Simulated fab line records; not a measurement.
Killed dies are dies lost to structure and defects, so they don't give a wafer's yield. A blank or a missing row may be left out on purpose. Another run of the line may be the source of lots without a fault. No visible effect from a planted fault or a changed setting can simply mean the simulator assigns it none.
Matching of chambers || flow n5_finfet || N5_FIN_SAQP_FIN_ETCH_36 on rie_si-03 has 4 sister chambers
The step etches the open film in HBr/Cl2/O2, target depth 120 nm, time 50.4 s. 8 wafers are shown with their chamber, then 10 later ones without.

WAFERS PAIRED WITH THEIR CHAMBERS
{"wafer": "L082.4", "chamber": 2, "drypump_motor_current_A (A)": 6.3, "oes_product_au (a.u.)": 0.997}
{"wafer": "L083.5", "chamber": 2, "drypump_motor_current_A (A)": 6.3, "oes_product_au (a.u.)": 1.007}
{"wafer": "L084.4", "chamber": 0, "drypump_motor_current_A (A)": 5.4, "oes_product_au (a.u.)": 1.008}
{"wafer": "L090.1", "chamber": 1, "drypump_motor_current_A (A)": 5.3, "oes_product_au (a.u.)": 1.012}
{"wafer": "L090.3", "chamber": 3, "drypump_motor_current_A (A)": 5.2, "oes_product_au (a.u.)": 0.985}
{"wafer": "L090.5", "chamber": 1, "drypump_motor_current_A (A)": 5.3, "oes_product_au (a.u.)": 1.014}
{"wafer": "L091.1", "chamber": 3, "drypump_motor_current_A (A)": 5.3, "oes_product_au (a.u.)": 0.999}
{"wafer": "L091.2", "chamber": 0, "drypump_motor_current_A (A)": 5.4, "oes_product_au (a.u.)": 1.010}

WAFERS MISSING THEIR CHAMBER
{"wafer": "L091.4", "drypump_motor_current_A (A)": 6.3, "oes_product_au (a.u.)": 0.999}
{"wafer": "L092.1", "drypump_motor_current_A (A)": 5.3, "oes_product_au (a.u.)": 1.014}
{"wafer": "L092.3", "drypump_motor_current_A (A)": 5.3, "oes_product_au (a.u.)": 0.987}
{"wafer": "L092.4", "drypump_motor_current_A (A)": 5.4, "oes_product_au (a.u.)": 1.006}
{"wafer": "L094.2", "drypump_motor_current_A (A)": 5.4, "oes_product_au (a.u.)": 1.008}
{"wafer": "L094.3", "drypump_motor_current_A (A)": 6.3, "oes_product_au (a.u.)": 0.995}
{"wafer": "L094.5", "drypump_motor_current_A (A)": 5.2, "oes_product_au (a.u.)": 0.990}
{"wafer": "L097.2", "drypump_motor_current_A (A)": 5.4, "oes_product_au (a.u.)": 1.024}
{"wafer": "L097.4", "drypump_motor_current_A (A)": 5.3, "oes_product_au (a.u.)": 1.014}
{"wafer": "L097.5", "drypump_motor_current_A (A)": 5.4, "oes_product_au (a.u.)": 1.028}

THE CHAMBER EACH PASSED THROUGH
{"wafer": "L091.4", "from the rows above": 2, "in truth": 2}
{"wafer": "L092.1", "from the rows above": 1, "in truth": 1}
{"wafer": "L092.3", "from the rows above": 3, "in truth": 3}
{"wafer": "L092.4", "from the rows above": 0, "in truth": 0}
{"wafer": "L094.2", "from the rows above": 0, "in truth": 0}
{"wafer": "L094.3", "from the rows above": 2, "in truth": 2}
{"wafer": "L094.5", "from the rows above": 3, "in truth": 3}
{"wafer": "L097.2", "from the rows above": "can't be placed: 0 or 1", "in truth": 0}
{"wafer": "L097.4", "from the rows above": 1, "in truth": 1}
{"wafer": "L097.5", "from the rows above": "can't be placed: 0 or 1", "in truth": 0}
Placed correctly: 8 of 10. Not placeable from these rows: 2 (in 2, the candidates include the true chamber). Placed wrongly: 0.
How it was worked out, from the rows above alone: a wafer's distance from a chamber is the root of the sum, over the readings, of the square of ((its reading less the chamber's mean) divided by the reading's scatter). The wafer belongs to the nearest chamber; if the next one is less than 2 further off, it can't be placed. For every chamber, the mean is computed from those of its wafers that are shown. The scatter is the square root of a quotient: the sum, over the shown wafers, of each reading's squared deviation from its chamber's mean, divided by wafers minus chambers.
